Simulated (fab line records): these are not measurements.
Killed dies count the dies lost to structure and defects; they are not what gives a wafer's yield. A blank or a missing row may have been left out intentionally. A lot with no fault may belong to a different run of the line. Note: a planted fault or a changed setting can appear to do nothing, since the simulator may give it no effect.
What tool caused it? + flow n5Finfet + 72 wafers from 24 lots sampled at 6 of the route's 1938 steps

WHAT THE GAUGES SHOWED, per wafer
The record holds no reading of a measuring or inspecting step that can be judged against a usual standard deviation.

WHAT TOOL EACH LOT RAN ON (gives the tool, then ch and the chambers of the sampled wafers, and finally the start)
| lot  | N5_BEOL_M12_PRE_CLEAN_42    | N5_BEOL_M13_DESCUM_15             | N5_BEOL_M14_STRIP_64                         | N5_BEOL_M14_STRIP_37              | N5_BEOL_M14_DEP_53              | N5_BEOL_M15_ILD_DEP_00          |
|------|-----------------------------|-----------------------------------|----------------------------------------------|-----------------------------------|---------------------------------|---------------------------------|
| L074 | pvdSputter-02, day 10 13:29 | rieDiel-03 ch 1,3, day 10 15:17   | rieDiel-05 ch 2,3, day 11 06:59 or earlier   | rieDiel-05 ch 1,2,3, day 11 06:59 | pecvd-04 ch 1,2, day 11 08:59   | pecvd-01 ch 0,1, day 11 09:07   |
| L075 | pvdSputter-01, day 10 19:46 | rieDiel-01 ch 1,3, day 10 21:41   | rieDiel-02 ch 2,3, day 11 11:00 or earlier   | rieDiel-05 ch 1,2, day 11 11:00   | pecvd-02 ch 0,2, day 11 12:49   | pecvd-04 ch 0,2, day 11 12:57   |
| L076 | pvdSputter-01, day 11 03:19 | rieDiel-04 ch 2,3, day 11 05:10   | rieDiel-06 ch 0,2,3, day 11 12:03 or earlier | rieDiel-06 ch 0,2, day 11 12:03   | pecvd-02 ch 0,1,2, day 11 14:01 | pecvd-03 ch 0,1,2, day 11 14:08 |
| L078 | pvdSputter-02, day 11 06:42 | rieDiel-04 ch 3, day 11 08:40     | rieDiel-05 ch 1,2, day 11 17:23 or earlier   | rieDiel-02 ch 0,1,3, day 11 17:23 | pecvd-02 ch 0,1,2, day 11 19:15 | pecvd-01 ch 0,2, day 11 19:23   |
| L077 | pvdSputter-03, day 11 11:25 | rieDiel-04 ch 2,3, day 11 13:49   | rieDiel-05 ch 1,2, day 11 21:19 or earlier   | rieDiel-02 ch 0,1,3, day 11 21:19 | pecvd-04 ch 0,1,2, day 11 23:17 | pecvd-03 ch 1,2, day 11 23:25   |
| L079 | pvdSputter-02, day 12 11:30 | rieDiel-01 ch 1,2, day 12 13:43   | rieDiel-02 ch 1,2,3, day 13 00:06 or earlier | rieDiel-06 ch 0,2, day 13 00:06   | pecvd-03 ch 0,1,2, day 13 02:31 | pecvd-04 ch 0,1, day 13 02:39   |
| L080 | pvdSputter-01, day 12 12:33 | rieDiel-03 ch 0,3, day 12 14:22   | rieDiel-02 ch 0,3, day 12 23:13 or earlier   | rieDiel-05 ch 1,2, day 12 23:13   | pecvd-02 ch 1,2, day 13 01:10   | pecvd-04 ch 1,2, day 13 01:18   |
| L083 | pvdSputter-01, day 13 00:07 | rieDiel-04 ch 1,2,3, day 13 02:02 | rieDiel-06 ch 0,3, day 13 10:33 or earlier   | rieDiel-05 ch 0,1,3, day 13 10:33 | pecvd-04 ch 1,2, day 13 13:50   | pecvd-04 ch 0,1,2, day 13 13:58 |
| L084 | pvdSputter-03, day 13 00:26 | rieDiel-03 ch 0,1, day 13 02:48   | rieDiel-05 ch 0,3, day 13 18:21 or earlier   | rieDiel-06 ch 0,2, day 13 18:21   | pecvd-03 ch 0,1,2, day 13 21:05 | pecvd-03 ch 0,1,2, day 13 21:13 |
| L082 | pvdSputter-02, day 13 04:01 | rieDiel-03 ch 1,2,3, day 13 05:51 | rieDiel-05 ch 0,2,3, day 13 18:02 or earlier | rieDiel-06 ch 0,1, day 13 18:02   | pecvd-03 ch 0,1, day 13 19:36   | pecvd-03 ch 0,2, day 13 19:44   |
| L087 | pvdSputter-02, day 13 04:28 | rieDiel-03 ch 1,2,3, day 13 06:14 | rieDiel-05 ch 0,1, day 13 18:19 or earlier   | rieDiel-02 ch 2,3, day 13 18:19   | pecvd-04 ch 0,1,2, day 13 20:16 | pecvd-04 ch 0,2, day 13 20:23   |
| L081 | pvdSputter-01, day 13 04:56 | rieDiel-03 ch 0,2, day 13 06:55   | rieDiel-02 ch 1,3, day 13 19:00 or earlier   | rieDiel-05 ch 0,1,3, day 13 19:00 | pecvd-02 ch 0,1, day 13 21:26   | pecvd-04 ch 1,2, day 13 21:34   |
| L085 | pvdSputter-01, day 13 07:56 | rieDiel-04 ch 0,1,3, day 13 09:56 | rieDiel-02 ch 1,3, day 13 19:10 or earlier   | rieDiel-05 ch 2,3, day 13 19:10   | pecvd-03 ch 1,2, day 13 21:57   | pecvd-01 ch 0,2, day 13 22:05   |
| L086 | pvdSputter-01, day 13 10:25 | rieDiel-01 ch 0,2,3, day 13 13:32 | rieDiel-05 ch 0,1,2, day 14 02:28 or earlier | rieDiel-02 ch 0,1,3, day 14 02:28 | pecvd-03 ch 0,1,2, day 14 04:26 | pecvd-04 ch 0,1,2, day 14 04:34 |
| L090 | pvdSputter-03, day 14 14:53 | rieDiel-03 ch 1,3, day 14 16:56   | rieDiel-05 ch 0,1,3, day 15 01:07 or earlier | rieDiel-02 ch 0,2, day 15 01:07   | pecvd-02 ch 1,2, day 15 02:44   | pecvd-03 ch 0,2, day 15 02:52   |
| L088 | pvdSputter-01, day 14 18:55 | rieDiel-01 ch 0,1,3, day 14 20:43 | rieDiel-05 ch 1,2,3, day 15 04:01 or earlier | rieDiel-06 ch 0,1,2, day 15 04:01 | pecvd-04 ch 0,1,2, day 15 05:48 | pecvd-04 ch 1,2, day 15 05:56   |
| L089 | pvdSputter-02, day 14 22:13 | rieDiel-04 ch 0,2, day 15 00:00   | rieDiel-06 ch 0,3, day 15 08:20 or earlier   | rieDiel-05 ch 0,2,3, day 15 08:20 | pecvd-04 ch 0,2, day 15 10:07   | pecvd-03 ch 0,1,2, day 15 10:15 |
| L092 | pvdSputter-01, day 15 05:10 | rieDiel-01 ch 0,2, day 15 07:12   | rieDiel-02 ch 2,3, day 15 16:19 or earlier   | rieDiel-05 ch 0,3, day 15 16:19   | pecvd-02 ch 1,2, day 15 18:04   | pecvd-01 ch 1,2, day 15 18:11   |
| L091 | pvdSputter-02, day 15 05:11 | rieDiel-01 ch 1,2,3, day 15 07:31 | rieDiel-06 ch 1,2,3, day 15 22:05 or earlier | rieDiel-06 ch 1,3, day 15 22:05   | pecvd-04 ch 0,2, day 16 00:13   | pecvd-01 ch 0,1,2, day 16 00:20 |
| L093 | pvdSputter-02, day 15 16:32 | rieDiel-04 ch 0,1, day 15 18:28   | rieDiel-06 ch 0,1, day 16 01:31 or earlier   | rieDiel-05 ch 1,3, day 16 01:31   | pecvd-04 ch 0,1,2, day 16 03:11 | pecvd-03 ch 0,1,2, day 16 03:19 |
| L095 | pvdSputter-01, day 15 22:56 | rieDiel-04 ch 0,1,2, day 16 01:25 | rieDiel-06 ch 2,3, day 16 09:26 or earlier   | rieDiel-06 ch 0,1,3, day 16 09:26 | pecvd-04 ch 0,1,2, day 16 11:21 | pecvd-03 ch 0,1,2, day 16 11:29 |
| L094 | pvdSputter-01, day 16 02:41 | rieDiel-04 ch 1,2,3, day 16 04:30 | rieDiel-05 ch 1,3, day 16 12:00 or earlier   | rieDiel-06 ch 0,1,3, day 16 12:00 | pecvd-03 ch 1,2, day 16 13:44   | pecvd-01 ch 0,1,2, day 16 13:52 |
| L097 | pvdSputter-01, day 16 10:01 | rieDiel-04 ch 0,2,3, day 16 12:47 | rieDiel-05 ch 0,1,3, day 16 21:25 or earlier | rieDiel-02 ch 0,1,3, day 16 21:25 | pecvd-04 ch 0,1,2, day 16 23:28 | pecvd-01 ch 0,1,2, day 16 23:36 |
| L096 | pvdSputter-02, day 17 04:04 | rieDiel-03 ch 0,1, day 17 06:07   | rieDiel-02 ch 0,1,3, day 17 14:41 or earlier | rieDiel-02 ch 0,3, day 17 14:41   | pecvd-02 ch 0,2, day 17 16:44   | pecvd-04 ch 0,2, day 17 16:52   |
- N5_BEOL_M12_PRE_CLEAN_42: time 30 s.
- N5_BEOL_M13_DESCUM_15: chemistry O2, time 7.9 s.
- N5_BEOL_M14_STRIP_64: strips in O2.
- N5_BEOL_M14_STRIP_37: strips in O2.
- N5_BEOL_M14_DEP_53: deposits SiCN from 3MS/NH3, target thk 50 nm, time 17.8 s.
- N5_BEOL_M15_ILD_DEP_00: deposits SiO2 from TEOS/O2, target thk 1629.3 nm, time 346.1 s.

WHAT THE TOOLS THEMSELVES READ (means of the sampled wafers that have a number; where no wafer has one, the mark that the record gives instead)
N5_BEOL_M12_PRE_CLEAN_42. Usual: heaterPowerW reads 335 W (standard deviation 36).
| lot  | tool          | heaterPowerW (W) | flag |
|------|---------------|------------------|------|
| L074 | pvdSputter-02 | 293              |      |
| L075 | pvdSputter-01 | 356              |      |
| L076 | pvdSputter-01 | 358              |      |
| L078 | pvdSputter-02 | 325              |      |
| L077 | pvdSputter-03 | 293              |      |
| L079 | pvdSputter-02 | 353              |      |
| L080 | pvdSputter-01 | 359              |      |
| L083 | pvdSputter-01 | 361              |      |
| L084 | pvdSputter-03 | 352              |      |
| L082 | pvdSputter-02 | 291              |      |
| L087 | pvdSputter-02 | 320              |      |
| L081 | pvdSputter-01 | 330              |      |
| L085 | pvdSputter-01 | 336              |      |
| L086 | pvdSputter-01 | 355              |      |
| L090 | pvdSputter-03 | 321              |      |
| L088 | pvdSputter-01 | 359              |      |
| L089 | pvdSputter-02 | 307              |      |
| L092 | pvdSputter-01 | 383              |      |
| L091 | pvdSputter-02 | 325              |      |
| L093 | pvdSputter-02 | 301              |      |
| L095 | pvdSputter-01 | 349              |      |
| L094 | pvdSputter-01 | 371              |      |
| L097 | pvdSputter-01 | 361              |      |
| L096 | pvdSputter-02 | 321              |      |

N5_BEOL_M13_DESCUM_15. Usual: drypumpMotorCurrentA 5.7 A, standard deviation 0.46; oesProductAu 0.83 a.u., standard deviation 0.073; rfVppV 243.6 V, standard deviation 1.5; showerheadPlenumPTorr 2.12 Torr, standard deviation 0.082; throttleValvePct 20.41 %, standard deviation 0.2.
| lot  | tool       | drypumpMotorCurrentA (A) | oesProductAu (a.u.) | rfVppV (V) | showerheadPlenumPTorr (Torr) | throttleValvePct (%) | flag |
|------|------------|--------------------------|---------------------|------------|------------------------------|----------------------|------|
| L074 | rieDiel-03 | 5.2                      | 0.84                | 243.1      | 2.06                         | 20.55                |      |
| L075 | rieDiel-01 | 5.8                      | 0.85                | 244.9      | 2.19                         | 20.14                |      |
| L076 | rieDiel-04 | 6.2                      | 0.69                | 242.2      | 2.04                         | 20.60                |      |
| L078 | rieDiel-04 | 6.5                      | 0.70                | 242.5      | 1.99                         | 20.54                |      |
| L077 | rieDiel-04 | 6.3                      | 0.69                | 242.0      | 2.04                         | 20.61                |      |
| L079 | rieDiel-01 | 5.9                      | 0.85                | 245.3      | 2.16                         | 20.10                |      |
| L080 | rieDiel-03 | 4.9                      | 0.85                | 243.3      | 2.09                         | 20.56                |      |
| L083 | rieDiel-04 | 6.0                      | 0.81                | 241.9      | 2.05                         | 20.36                |      |
| L084 | rieDiel-03 | 5.5                      | 0.87                | 244.6      | 2.19                         | 20.38                |      |
| L082 | rieDiel-03 | 5.3                      | 0.80                | 244.6      | 2.11                         | 20.62                |      |
| L087 | rieDiel-03 | 5.4                      | 0.80                | 242.4      | 2.11                         | 20.63                |      |
| L081 | rieDiel-03 | 5.3                      | 0.86                | 245.7      | 2.22                         | 20.50                |      |
| L085 | rieDiel-04 | 6.0                      | 0.81                | 242.2      | 2.05                         | 20.32                |      |
| L086 | rieDiel-01 | 5.3                      | 0.85                | 244.0      | 2.12                         | 20.40                |      |
| L090 | rieDiel-03 | 5.1                      | 0.80                | 242.6      | 2.05                         | 20.58                |      |
| L088 | rieDiel-01 | 5.5                      | 0.81                | 244.6      | 2.18                         | 20.35                |      |
| L089 | rieDiel-04 | 5.8                      | 0.90                | 243.4      | 2.13                         | 20.28                |      |
| L092 | rieDiel-01 | 5.4                      | 0.85                | 243.9      | 2.10                         | 20.36                |      |
| L091 | rieDiel-01 | 5.7                      | 0.82                | 243.5      | 2.12                         | 20.26                |      |
| L093 | rieDiel-04 | 5.7                      | 0.81                | 242.8      | 2.05                         | 20.22                |      |
| L095 | rieDiel-04 | 5.7                      | 0.84                | 243.3      | 2.09                         | 20.28                |      |
| L094 | rieDiel-04 | 6.0                      | 0.88                | 243.8      | 2.13                         | 20.27                |      |
| L097 | rieDiel-04 | 6.0                      | 0.89                | 244.6      | 2.17                         | 20.27                |      |
| L096 | rieDiel-03 | 5.7                      | 0.81                | 244.3      | 2.15                         | 20.44                |      |

N5_BEOL_M14_STRIP_64. Usual: drypumpMotorCurrentA 5.8 A, standard deviation 0.39; oesProductAu 0.80 a.u., standard deviation 0.093; rfVppV 3.7 V, standard deviation 0.46; showerheadPlenumPTorr 2.06 Torr, standard deviation 0.07; throttleValvePct 16.68 %, standard deviation 0.27.
| lot  | tool       | drypumpMotorCurrentA (A) | oesProductAu (a.u.) | rfVppV (V) | showerheadPlenumPTorr (Torr) | throttleValvePct (%) | flag |
|------|------------|--------------------------|---------------------|------------|------------------------------|----------------------|------|
| L074 | rieDiel-05 | 6.1                      | 0.82                | 3.5        | 2.10                         | 16.66                |      |
| L075 | rieDiel-02 | 6.1                      | 0.72                | 3.8        | 2.11                         | 17.19                |      |
| L076 | rieDiel-06 | 6.0                      | 0.84                | 3.7        | 2.04                         | 16.56                |      |
| L078 | rieDiel-05 | 5.8                      | 0.88                | 3.4        | 2.10                         | 16.54                |      |
| L077 | rieDiel-05 | 5.8                      | 0.88                | 4.3        | 2.10                         | 16.55                |      |
| L079 | rieDiel-02 | 5.8                      | 0.70                | 3.5        | 2.04                         | 17.06                |      |
| L080 | rieDiel-02 | 6.0                      | 0.68                | 3.5        | 1.98                         | 17.05                |      |
| L083 | rieDiel-06 | 6.1                      | 0.77                | 3.5        | 2.01                         | 16.77                |      |
| L084 | rieDiel-05 | 5.7                      | 0.91                | 3.4        | 2.04                         | 16.40                |      |
| L082 | rieDiel-05 | 5.8                      | 0.87                | 3.8        | 2.06                         | 16.51                |      |
| L087 | rieDiel-05 | 5.5                      | 0.82                | 3.8        | 2.02                         | 16.51                |      |
| L081 | rieDiel-02 | 5.4                      | 0.69                | 3.8        | 1.98                         | 16.90                |      |
| L085 | rieDiel-02 | 5.7                      | 0.68                | 3.4        | 1.97                         | 17.07                |      |
| L086 | rieDiel-05 | 5.7                      | 0.84                | 4.3        | 2.06                         | 16.56                |      |
| L090 | rieDiel-05 | 5.5                      | 0.85                | 4.1        | 2.03                         | 16.47                |      |
| L088 | rieDiel-05 | 5.7                      | 0.87                | 3.2        | 2.06                         | 16.50                |      |
| L089 | rieDiel-06 | 5.9                      | 0.80                | 3.9        | 2.02                         | 16.71                |      |
| L092 | rieDiel-02 | 6.1                      | 0.88                | 3.7        | 2.21                         | 16.95                |      |
| L091 | rieDiel-06 | 6.0                      | 0.75                | 3.7        | 2.04                         | 16.74                |      |
| L093 | rieDiel-06 | 5.9                      | 0.74                | 4.1        | 2.06                         | 16.87                |      |
| L095 | rieDiel-06 | 6.1                      | 0.76                | 3.8        | 2.01                         | 16.71                |      |
| L094 | rieDiel-05 | 5.3                      | 0.86                | 3.9        | 2.03                         | 16.45                |      |
| L097 | rieDiel-05 | 5.5                      | 0.84                | 3.4        | 2.02                         | 16.49                |      |
| L096 | rieDiel-02 | 5.7                      | 0.92                | 3.9        | 2.23                         | 16.55                |      |

N5_BEOL_M14_STRIP_37. Usual: drypumpMotorCurrentA 5.8 A, standard deviation 0.38; oesProductAu 0.81 a.u., standard deviation 0.095; rfVppV 3.7 V, standard deviation 0.94; showerheadPlenumPTorr 2.06 Torr, standard deviation 0.075; throttleValvePct 16.69 %, standard deviation 0.26.
| lot  | tool       | drypumpMotorCurrentA (A) | oesProductAu (a.u.) | rfVppV (V) | showerheadPlenumPTorr (Torr) | throttleValvePct (%) | flag |
|------|------------|--------------------------|---------------------|------------|------------------------------|----------------------|------|
| L074 | rieDiel-05 | 5.7                      | 0.83                | 3.7        | 2.07                         | 16.57                |      |
| L075 | rieDiel-05 | 5.5                      | 0.89                | 4.6        | 2.07                         | 16.46                |      |
| L076 | rieDiel-06 | 5.8                      | 0.89                | 4.5        | 2.05                         | 16.50                |      |
| L078 | rieDiel-02 | 5.7                      | 0.68                | 3.3        | 1.98                         | 16.95                |      |
| L077 | rieDiel-02 | 5.7                      | 0.69                | 3.5        | 1.98                         | 16.97                |      |
| L079 | rieDiel-06 | 5.8                      | 0.88                | 3.2        | 2.04                         | 16.53                |      |
| L080 | rieDiel-05 | 5.4                      | 0.87                | 3.6        | 2.06                         | 16.52                |      |
| L083 | rieDiel-05 | 5.5                      | 0.87                | 4.5        | 2.03                         | 16.44                |      |
| L084 | rieDiel-06 | 5.9                      | 0.87                | 3.7        | 2.05                         | 16.45                |      |
| L082 | rieDiel-06 | 5.9                      | 0.75                | 4.1        | 2.06                         | 16.84                |      |
| L087 | rieDiel-02 | 6.1                      | 0.69                | 3.8        | 2.03                         | 17.22                |      |
| L081 | rieDiel-05 | 5.5                      | 0.87                | 3.7        | 2.03                         | 16.45                |      |
| L085 | rieDiel-05 | 6.0                      | 0.88                | 5.1        | 2.10                         | 16.58                |      |
| L086 | rieDiel-02 | 5.7                      | 0.79                | 5.0        | 2.06                         | 16.84                |      |
| L090 | rieDiel-02 | 6.0                      | 0.86                | 3.5        | 2.21                         | 16.75                |      |
| L088 | rieDiel-06 | 5.9                      | 0.80                | 3.1        | 2.05                         | 16.67                |      |
| L089 | rieDiel-05 | 5.9                      | 0.85                | 3.1        | 2.05                         | 16.55                |      |
| L092 | rieDiel-05 | 5.7                      | 0.82                | 2.9        | 2.02                         | 16.50                |      |
| L091 | rieDiel-06 | 6.0                      | 0.70                | 3.7        | 2.04                         | 16.94                |      |
| L093 | rieDiel-05 | 5.3                      | 0.87                | 2.8        | 2.03                         | 16.45                |      |
| L095 | rieDiel-06 | 6.0                      | 0.74                | 3.1        | 2.03                         | 16.84                |      |
| L094 | rieDiel-06 | 6.0                      | 0.75                | 4.0        | 2.03                         | 16.85                |      |
| L097 | rieDiel-02 | 5.7                      | 0.94                | 4.2        | 2.23                         | 16.54                |      |
| L096 | rieDiel-02 | 6.0                      | 0.90                | 3.2        | 2.23                         | 16.64                |      |

N5_BEOL_M14_DEP_53. Usual: showerheadPlenumPTorr 4.162 Torr, standard deviation 0.02; throttleValvePct 18.1 %, standard deviation 0.66.
| lot  | tool     | showerheadPlenumPTorr (Torr) | throttleValvePct (%) | flag |
|------|----------|------------------------------|----------------------|------|
| L074 | pecvd-04 | 4.166                        | 17.7                 |      |
| L075 | pecvd-02 | 4.167                        | 17.5                 |      |
| L076 | pecvd-02 | 4.156                        | 17.7                 |      |
| L078 | pecvd-02 | 4.159                        | 17.7                 |      |
| L077 | pecvd-04 | 4.162                        | 18.4                 |      |
| L079 | pecvd-03 | 4.165                        | 18.2                 |      |
| L080 | pecvd-02 | 4.158                        | 17.3                 |      |
| L083 | pecvd-04 | 4.150                        | 18.2                 |      |
| L084 | pecvd-03 | 4.167                        | 18.4                 |      |
| L082 | pecvd-03 | 4.173                        | 18.4                 |      |
| L087 | pecvd-04 | 4.163                        | 18.3                 |      |
| L081 | pecvd-02 | 4.148                        | 17.7                 |      |
| L085 | pecvd-03 | 4.155                        | 18.2                 |      |
| L086 | pecvd-03 | 4.166                        | 18.2                 |      |
| L090 | pecvd-02 | 4.155                        | 17.2                 |      |
| L088 | pecvd-04 | 4.163                        | 18.4                 |      |
| L089 | pecvd-04 | 4.173                        | 17.9                 |      |
| L092 | pecvd-02 | 4.143                        | 17.3                 |      |
| L091 | pecvd-04 | 4.182                        | 17.9                 |      |
| L093 | pecvd-04 | 4.166                        | 18.3                 |      |
| L095 | pecvd-04 | 4.164                        | 18.1                 |      |
| L094 | pecvd-03 | 4.177                        | 18.1                 |      |
| L097 | pecvd-04 | 4.171                        | 18.3                 |      |
| L096 | pecvd-02 | 4.163                        | 17.8                 |      |

N5_BEOL_M15_ILD_DEP_00. Usual: heaterPowerW 583 W, standard deviation 89; showerheadPlenumPTorr 8.35 Torr, standard deviation 0.034; throttleValvePct 19.1 %, standard deviation 0.87.
| lot  | tool     | heaterPowerW (W) | showerheadPlenumPTorr (Torr) | throttleValvePct (%) | flag |
|------|----------|------------------|------------------------------|----------------------|------|
| L074 | pecvd-01 | 501              | 8.33                         | 20.0                 |      |
| L075 | pecvd-04 | 612              | 8.36                         | 18.9                 |      |
| L076 | pecvd-03 | 644              | 8.36                         | 18.8                 |      |
| L078 | pecvd-01 | 586              | 8.36                         | 18.8                 |      |
| L077 | pecvd-03 | 626              | 8.38                         | 18.6                 |      |
| L079 | pecvd-04 | 659              | 8.35                         | 19.5                 |      |
| L080 | pecvd-04 | 569              | 8.34                         | 18.4                 |      |
| L083 | pecvd-04 | 546              | 8.35                         | 18.7                 |      |
| L084 | pecvd-03 | 589              | 8.34                         | 18.7                 |      |
| L082 | pecvd-03 | 585              | 8.31                         | 18.9                 |      |
| L087 | pecvd-04 | 657              | 8.36                         | 18.4                 |      |
| L081 | pecvd-04 | 549              | 8.33                         | 18.9                 |      |
| L085 | pecvd-01 | 587              | 8.34                         | 20.1                 |      |
| L086 | pecvd-04 | 646              | 8.35                         | 18.9                 |      |
| L090 | pecvd-03 | 633              | 8.33                         | 19.0                 |      |
| L088 | pecvd-04 | 571              | 8.34                         | 18.7                 |      |
| L089 | pecvd-03 | 620              | 8.35                         | 18.7                 |      |
| L092 | pecvd-01 | 523              | 8.34                         | 18.8                 |      |
| L091 | pecvd-01 | 547              | 8.34                         | 19.7                 |      |
| L093 | pecvd-03 | 605              | 8.36                         | 18.7                 |      |
| L095 | pecvd-03 | 678              | 8.35                         | 18.9                 |      |
| L094 | pecvd-01 | 594              | 8.34                         | 19.8                 |      |
| L097 | pecvd-01 | 553              | 8.34                         | 19.6                 |      |
| L096 | pecvd-04 | 657              | 8.36                         | 18.5                 |      |

THE ANSWER, worked out from the rows above alone
Rule: take the mean of a lot's wafers that have a number; if it is more than 3 standard deviations from the usual mean, the lot is off. Also off: a lot with no number at a reading for which 4 or more lots have one. Any other lot the step has rows for is counted as sound. The gauges are gone through in route order, then the tools' own readings, and for those a lot's mean is taken as printed above. The first step at which some lot is off is used, and at that step the reading that is off furthest; a lot without a number counts as furthest.
None of the lots is off at any reading shown; this tells nothing.

WHAT HAD BEEN PUT IN BY THE SIMULATOR
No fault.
